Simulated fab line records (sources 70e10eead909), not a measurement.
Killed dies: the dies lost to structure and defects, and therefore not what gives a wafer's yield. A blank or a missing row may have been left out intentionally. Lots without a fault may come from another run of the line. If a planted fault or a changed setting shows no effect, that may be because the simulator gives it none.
Which tool was responsible? | flow nand harc | 13 lots, 39 wafers sampled, at 5 steps of a route of 1302

## WHAT EACH GAUGE READ, for each wafer
NHARC_A_M1_THK_MEAS_24: measures by xrf. Usual: thk nm 154.4 nm, standard deviation 1.6.
lot  | measured     | on            | thk nm (nm)       | flag
L396 | day 22 18:55 | film metro-02 | 157.7 154.8 153.6 |
L398 | day 23 05:44 | film metro-02 | 155.7 156.4 154.4 |
L397 | day 23 08:08 | film metro-01 | 154.1 155.2 155.0 |
L401 | day 24 10:34 | film metro-02 | 153.1 154.4 155.3 |
L402 | day 25 22:13 | film metro-02 | 152.7 155.0 154.3 |
L405 | day 26 04:42 | film metro-02 | 151.8 152.1 156.1 |
L403 | day 26 10:02 | film metro-02 | 152.6 154.0 153.4 |
L407 | day 26 14:49 | film metro-01 | 151.6 154.3 153.7 |
L404 | day 26 18:04 | film metro-01 | 154.8 154.2 153.6 |
L406 | day 26 18:22 | film metro-01 | 154.1 152.9 152.9 |
L416 | day 31 04:04 | film metro-02 | 154.7 154.5 155.6 |
L417 | day 31 12:46 | film metro-02 | 153.7 156.2 154.8 |
L418 | day 33 21:47 | film metro-01 | 154.1 153.7 152.7 |

NHARC_A_BONDPAD_CD_MEAS_13. Usual: cd nm 498.9 nm, standard deviation 1.4.
lot  | measured     | on        | cd nm (nm)        | flag
L396 | day 22 21:32 | cd sem-01 | 502.4 499.6 498.2 |
L398 | day 23 08:21 | cd sem-01 | 497.7 497.6 500.6 |
L397 | day 23 10:41 | cd sem-02 | 499.5 498.8 501.3 |
L401 | day 24 13:03 | cd sem-01 | 498.4 497.2 497.8 |
L402 | day 26 00:54 | cd sem-03 | 499.4 499.7 499.7 |
L405 | day 26 07:13 | cd sem-02 | 498.1 498.7 496.3 |
L403 | day 26 12:31 | cd sem-01 | 498.2 497.1 498.1 |
L407 | day 26 17:18 | cd sem-03 | 499.3 500.0 500.2 |
L404 | day 26 20:36 | cd sem-01 | 499.2 499.9 498.3 |
L406 | day 26 20:59 | cd sem-01 | 497.0 496.7 498.3 |
L416 | day 31 06:41 | cd sem-03 | 498.9 500.5 499.6 |
L417 | day 31 15:32 | cd sem-01 | 498.6 499.9 498.9 |
L418 | day 34 00:24 | cd sem-03 | 499.5 497.9 498.4 |

NHARC_END_SORT_01. Usual: defect limited yield 90.8 % (standard deviation 2.2); killed at array 58 (standard deviation 15); killed at other 0.8 (standard deviation 1.2); killed at periphery 3.5 (standard deviation 2.5); killed dies 62 (standard deviation 15); killed open 3.2 (standard deviation 1.7); killed short 2.4 (standard deviation 1.5).
lot  | measured     | on        | defect limited yield (%) | killed at array | killed at other | killed at periphery | killed dies | killed open | killed short | flag
L402 | day 27 07:34 | prober-02 | 94.7 91.9 92.9           | 35 52 48        | 0 0 0           | 1 3 0               | 36 55 48    | 1 1 4       | 0 0 1        |
L407 | day 27 23:59 | prober-01 | 0 92.5 93.1              | 667 46 40       | 0 0 1           | 10 5 6              | 677 51 47   | 3 5 2       | 2 2 1        | OFF
L404 | day 28 04:44 | prober-02 | 0 86.4 87.7              | 670 86 77       | 4 4 2           | 3 2 4               | 677 92 83   | 3 4 3       | 3 4 5        | OFF
L406 | day 28 07:02 | prober-01 | 94.2 0 93.4              | 34 668 38       | 1 1 0           | 4 8 7               | 39 677 45   | 2 2 2       | 2 2 2        | OFF

## TOOL THAT RAN EACH LOT (tool first, then ch and the chambers of the sampled wafers, then the start)
lot  | NHARC_A_M1_STRIP_18                | NHARC_A_BONDPAD_ECD_18
L396 | rie diel-03 ch 1,2, day 22 16:50   | ecd cu-02 ch 0,1, day 22 22:43
L398 | rie diel-08 ch 0,1,2, day 23 03:40 | ecd cu-01 ch 1, day 23 09:20
L397 | rie diel-10 ch 0,1,2, day 23 06:08 | ecd cu-01 ch 0,1, day 23 11:43
L401 | rie diel-08 ch 0,2, day 24 08:31   | ecd cu-01 ch 1, day 24 14:02
L402 | rie diel-08 ch 0,1,2, day 25 20:12 | ecd cu-01 ch 0,1, day 26 01:53
L405 | rie diel-03 ch 1,3, day 26 02:40   | ecd cu-02 ch 0,1, day 26 08:11
L403 | rie diel-10 ch 0,2, day 26 07:58   | ecd cu-02 ch 0,1, day 26 13:31
L407 | rie diel-03 ch 0,1,2, day 26 12:47 | ecd cu-02 ch 0,1, day 26 18:17
L404 | rie diel-03 ch 1,2, day 26 16:01   | ecd cu-02 ch 0,1, day 26 21:38
L406 | rie diel-10 ch 0,2,3, day 26 16:19 | ecd cu-02 ch 0,1, day 26 21:58
L416 | rie diel-03 ch 0,2,3, day 31 02:02 | ecd cu-02 ch 0,1, day 31 07:58
L417 | rie diel-03 ch 0,2, day 31 10:43   | ecd cu-02 ch 0,1, day 31 16:31
L418 | rie diel-10 ch 0,3, day 33 19:40   | ecd cu-01 ch 0,1, day 34 01:26
- NHARC_A_M1_STRIP_18: strips in N2/H2.
- NHARC_A_BONDPAD_ECD_18: material Cu, target thk 400 nm.

## AS READ BY THE TOOLS THEMSELVES (means over the sampled wafers that have a number; for cases with no such wafer, the mark the record gives instead)
NHARC_A_M1_STRIP_18. Usual: drypump motor current A 5.73 A, standard deviation 0.27; oes product au 1.006 a.u., standard deviation 0.0075; rf vpp V 90.6 V, standard deviation 0.92; showerhead plenum p Torr 2.05 Torr, standard deviation 0.097; throttle valve pct 14.171 %, standard deviation 0.0085.
lot  | tool        | drypump motor current A (A) | oes product au (a.u.) | rf vpp V (V) | showerhead plenum p Torr (Torr) | throttle valve pct (%) | flag
L396 | rie diel-03 | 5.70                        | 1.002                 | 90.3         | 2.09                            | 14.169                 |
L398 | rie diel-08 | 5.61                        | 1.005                 | 91.0         | 2.04                            | 14.178                 |
L397 | rie diel-10 | 5.85                        | 1.006                 | 90.8         | 2.06                            | 14.171                 |
L401 | rie diel-08 | 5.80                        | 1.014                 | 90.7         | 1.97                            | 14.166                 |
L402 | rie diel-08 | 5.61                        | 1.005                 | 90.8         | 2.04                            | 14.170                 |
L405 | rie diel-03 | 5.73                        | 1.011                 | 90.2         | 2.00                            | 14.168                 |
L403 | rie diel-10 | 6.03                        | 1.004                 | 90.3         | 2.01                            | 14.170                 |
L407 | rie diel-03 | 5.69                        | 1.001                 | 90.5         | 2.13                            | 14.174                 |
L404 | rie diel-03 | 5.71                        | 0.999                 | 90.9         | 2.09                            | 14.167                 |
L406 | rie diel-10 | 5.72                        | 1.009                 | 91.4         | 2.05                            | 14.169                 |
L416 | rie diel-03 | 5.67                        | 1.010                 | 90.7         | 2.10                            | 14.182                 |
L417 | rie diel-03 | 5.70                        | 1.003                 | 90.8         | 2.18                            | 14.170                 |
L418 | rie diel-10 | 5.92                        | 1.002                 | 90.0         | 1.96                            | 14.164                 |

## THE ANSWER, worked out from the rows above alone
Rule: lot off if the mean of its wafers having a number is beyond 3 standard deviations from the usual mean. Also off: a lot with no number at a reading for which 4 or more lots have one. Any other lot the step has rows for is counted as sound. Order of review: gauges by route order, followed by the tools' own readings, for which a lot's mean as printed above is used. The first step at which some lot is off is used, and at that step the reading that is off furthest; a lot without a number counts as furthest.
Off: L407, L404, L406, at NHARC_END_SORT_01 (defect limited yield). Neither off nor sound, because the step has no rows for them: L396, L398, L397, L401, L405, L403, L416, L417, L418.
A tool fits if, at a process step before that reading, it ran every lot that is off, and no sound lot after the first of them. Gauges at NHARC_END_SORT_01: tried the same way as those tools. One candidate fits, namely ecd cu-02 at NHARC_A_BONDPAD_ECD_18. It ran no sound lot before its first lot that is off in this sample, so the start can't be narrowed down.

## WHAT HAD BEEN PUT IN BY THE SIMULATOR
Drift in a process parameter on ecd cu-02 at NHARC_A_BONDPAD_ECD_18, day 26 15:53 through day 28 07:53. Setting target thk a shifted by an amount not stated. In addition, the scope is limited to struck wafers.
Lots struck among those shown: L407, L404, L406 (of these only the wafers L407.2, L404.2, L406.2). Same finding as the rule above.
